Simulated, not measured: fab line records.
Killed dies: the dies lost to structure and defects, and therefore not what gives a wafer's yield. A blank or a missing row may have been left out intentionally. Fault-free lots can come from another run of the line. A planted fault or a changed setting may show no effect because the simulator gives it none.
8D (eight disciplines) problem report, filled in by code :: flow n5 finfet :: the parts of the form that need people (team, actions taken, sign-off) are left out

== 1. WHAT IS WRONG ==
spin speed rpm at N5_BEOL_M6_COAT_59 reads a mean of 1573.1 rpm on 6 wafers of 2 lots; wafers without a fault read 1500.0 rpm with a standard deviation of 1.1. That is +66 standard deviations from the usual mean.
The step: time 60 s, resist thk 100 nm.
The first sign was on wafer L851.2 at day 13 03:08, on litho track-05. Wafers with a number at this step in the record: 36, from 12 lots. The rule behind "out" and "out of limits": a value lying over 4 standard deviations away from the usual mean. All remaining wafers that have a number are taken as sound.

== 2. WHAT IT IS, AND WHAT IT ISN'T ==
question: which readings at this step
is: spin speed rpm
is not: -

question: which lots
is: L851, L852
is not: L835, L837, L838, L839, L840, L853, L854, L855, L856, L857

question: which wafers of those lots
is: all that have a number
is not: -

question: read on which tools
is: litho track-05
is not: litho track-01, litho track-02

question: when
is: from day 13 03:08
is not: up to then (15 sound wafers); but 15 sound wafers of L853, L854, L855, L856, L857 came after

== 3. THE SUSPECTS, EACH WITH WHAT RULES IT OUT ==
Counting: a tool stays on the suspect list if, at a process step up to the reading, it processed all lots that are out and no sound lot following the first of them.
- pvd sputter-01 at N5_BEOL_M5_SPUTTER_88 (material Cu, target thk 15 nm, time 27.62 s): ruled out as a lasting fault. After its first lot that is out, L851 (day 12 22:49), sound lots L853, L855 ran on it.
- litho track-05 at N5_BEOL_M6_COAT_59 (time 60 s, resist thk 100 nm): kept. It ran every lot that is out, first L851 (day 13 03:08), and no sound lot after that; its last sound lot up to then is L839 (day 10 10:24). On those wafers its own readings are out: spin speed rpm.
After counting, what remains is litho track-05 at N5_BEOL_M6_COAT_59.

== 4. THE CAUSE (what the simulator had put in) ==
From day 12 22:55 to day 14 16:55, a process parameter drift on litho track-05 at N5_BEOL_M6_COAT_59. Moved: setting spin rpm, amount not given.
The count eliminated every tool but this one.

== 5. SEQUENCE OF EFFECTS, ordered by route ==
Each row: a reading whose mean over the struck wafers that have a number lies more than 3 standard deviations from the usual. Only readings for which the record gives a usual standard deviation are gone through. hours: the time from each lot's start at the first step in this table that gives one to its start at this step, as a median over the lots. sigmas: the change in usual standard deviations.
hours: 0
step: N5_BEOL_M6_COAT_59
reading: spin speed rpm
usual: 1500.0 rpm
on struck wafers: 1573.1
change: +73.1
sigmas: +66
It contains these process steps:
- N5_BEOL_M6_COAT_59: time 60 s, resist thk 100 nm.

== 6. WHAT WOULD HAVE CAUGHT IT SOONER ==
In this record the first reading out of limits was taken at day 13 03:08, 4 hours after the fault began at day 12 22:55.
